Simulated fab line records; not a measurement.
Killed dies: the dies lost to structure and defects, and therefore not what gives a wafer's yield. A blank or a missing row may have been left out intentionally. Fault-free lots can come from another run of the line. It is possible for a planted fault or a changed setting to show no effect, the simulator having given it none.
Chamber matching :: flow n5 finfet :: rie diel-04 running N5_BEOL_M1_STRIP_36: 4 sister chambers
The step strips in N2/H2. 7 wafers are shown with their chamber, then 9 later ones without.

## WAFERS, EACH WITH ITS CHAMBER
wafer: L084.5
chamber: 1
drypump motor current A (A): 5.3
showerhead plenum p Torr (Torr): 2.46

wafer: L090.1
chamber: 3
drypump motor current A (A): 6.2
showerhead plenum p Torr (Torr): 2.50

wafer: L090.2
chamber: 0
drypump motor current A (A): 5.9
showerhead plenum p Torr (Torr): 2.35

wafer: L090.3
chamber: 2
drypump motor current A (A): 5.2
showerhead plenum p Torr (Torr): 2.53

wafer: L093.2
chamber: 0
drypump motor current A (A): 5.9
showerhead plenum p Torr (Torr): 2.35

wafer: L093.3
chamber: 3
drypump motor current A (A): 6.3
showerhead plenum p Torr (Torr): 2.50

wafer: L093.4
chamber: 2
drypump motor current A (A): 5.2
showerhead plenum p Torr (Torr): 2.52

## WAFERS MISSING THEIR CHAMBER
wafer: L094.3
drypump motor current A (A): 5.3
showerhead plenum p Torr (Torr): 2.45

wafer: L094.4
drypump motor current A (A): 5.9
showerhead plenum p Torr (Torr): 2.35

wafer: L094.6
drypump motor current A (A): 5.2
showerhead plenum p Torr (Torr): 2.52

wafer: L096.2
drypump motor current A (A): 6.2
showerhead plenum p Torr (Torr): 2.50

wafer: L096.3
drypump motor current A (A): 5.2
showerhead plenum p Torr (Torr): 2.52

wafer: L096.5
drypump motor current A (A): 5.3
showerhead plenum p Torr (Torr): 2.45

wafer: L097.1
drypump motor current A (A): 5.9
showerhead plenum p Torr (Torr): 2.35

wafer: L097.4
drypump motor current A (A): 6.2
showerhead plenum p Torr (Torr): 2.49

wafer: L097.5
drypump motor current A (A): 5.8
showerhead plenum p Torr (Torr): 2.35

## EACH ONE'S CHAMBER
wafer: L094.3
from the rows above: 1
in truth: 1

wafer: L094.4
from the rows above: 0
in truth: 0

wafer: L094.6
from the rows above: 2
in truth: 2

wafer: L096.2
from the rows above: 3
in truth: 3

wafer: L096.3
from the rows above: 2
in truth: 2

wafer: L096.5
from the rows above: 1
in truth: 1

wafer: L097.1
from the rows above: 0
in truth: 0

wafer: L097.4
from the rows above: 3
in truth: 3

wafer: L097.5
from the rows above: 0
in truth: 0
Correct placement for 9 of the 9. Can't be placed from these rows: 0. 0 placed wrongly.
How it was worked out, from the rows above alone: a wafer's distance from a chamber is the root of the sum, over the readings, of the square of ((its reading less the chamber's mean) divided by the reading's scatter). The wafer belongs to the nearest chamber; if the next one is less than 2 further off, it can't be placed. The mean given for a chamber averages the wafers shown for that chamber. How the scatter is found: for the shown wafers, subtract from each reading the mean of its chamber, square and add these, divide the total by (wafers less chambers), then take the root.
